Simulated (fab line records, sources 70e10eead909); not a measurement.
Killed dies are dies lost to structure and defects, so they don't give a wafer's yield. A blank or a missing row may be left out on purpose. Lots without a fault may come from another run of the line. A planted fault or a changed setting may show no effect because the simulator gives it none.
Chamber matching | flow nand_harc | NHARC_P_GATE_DESCUM_31 on rie_diel-09: 4 sister chambers
The step chemistry O2, time 3 s. 14 wafers are shown with their chamber, then 7 later ones without.

WAFERS WITH THEIR CHAMBER
wafer  | chamber | drypump_motor_current_A (A) | rf_vpp_V (V) | oes_product_au (a.u.)
L075.2 | 0       | 6.6                         | 55.4         | 1.000
L075.4 | 1       | 5.0                         | 57.9         | 1.015
L075.5 | 0       | 6.6                         | 56.6         | 0.999
L078.1 | 1       | 4.9                         | 57.9         | 1.001
L078.2 | 2       | 5.8                         | 58.8         | 0.983
L078.5 | 0       | 6.6                         | 57.4         | 0.999
L081.1 | 3       | 6.1                         | 57.4         | 0.998
L081.2 | 1       | 4.9                         | 58.1         | 1.001
L081.3 | 0       | 6.5                         | 58.2         | 1.003
L083.2 | 3       | 6.1                         | 56.9         | 0.989
L083.4 | 2       | 5.8                         | 58.7         | 0.994
L083.6 | 0       | 6.6                         | 56.9         | 1.001
L084.2 | 0       | 6.6                         | 57.7         | 1.008
L084.4 | 3       | 6.0                         | 57.3         | 0.992

SIGNATURES (means of the wafers above)
reading                 | chamber 0 | chamber 1 | chamber 2 | chamber 3 | scatter within a chamber
drypump_motor_current_A | 6.583     | 4.933     | 5.800     | 6.067     | 0.0465
rf_vpp_V                | 57.033    | 57.967    | 58.750    | 57.200    | 0.706
oes_product_au          | 1.00167   | 1.00567   | 0.98850   | 0.99300   | 0.00541
Rule: a wafer's distance from a chamber is the root of the sum, over the readings, of the square of ((its reading less the chamber's mean) divided by the reading's scatter). The wafer belongs to the nearest chamber; if the next one is less than 2 further off, it can't be placed. The scatter: the root of (the sum of the squares of (reading less its chamber's mean) over the shown wafers, divided by (wafers less chambers)).

WAFERS WITHOUT THEIR CHAMBER
wafer  | drypump_motor_current_A (A) | rf_vpp_V (V) | oes_product_au (a.u.)
L084.6 | 6.6                         | 57.1         | 1.008
L093.3 | 4.9                         | 58.7         | 1.000
L093.4 | 5.8                         | 59.4         | 0.987
L093.5 | 6.6                         | 57.1         | 0.995
L095.2 | 5.8                         | 56.3         | 0.997
L095.3 | 4.9                         | 57.7         | 1.010
L095.5 | 6.1                         | 57.8         | 0.993

WHICH CHAMBER EACH WENT THROUGH
wafer  | from the rows above | in truth
L084.6 | 0                   | 0
L093.3 | 1                   | 1
L093.4 | 2                   | 2
L093.5 | 0                   | 0
L095.2 | 2                   | 2
L095.3 | 1                   | 1
L095.5 | 3                   | 3
Placed correctly: 7 of 7. Can't be placed from these rows: 0. Placed wrongly: 0.
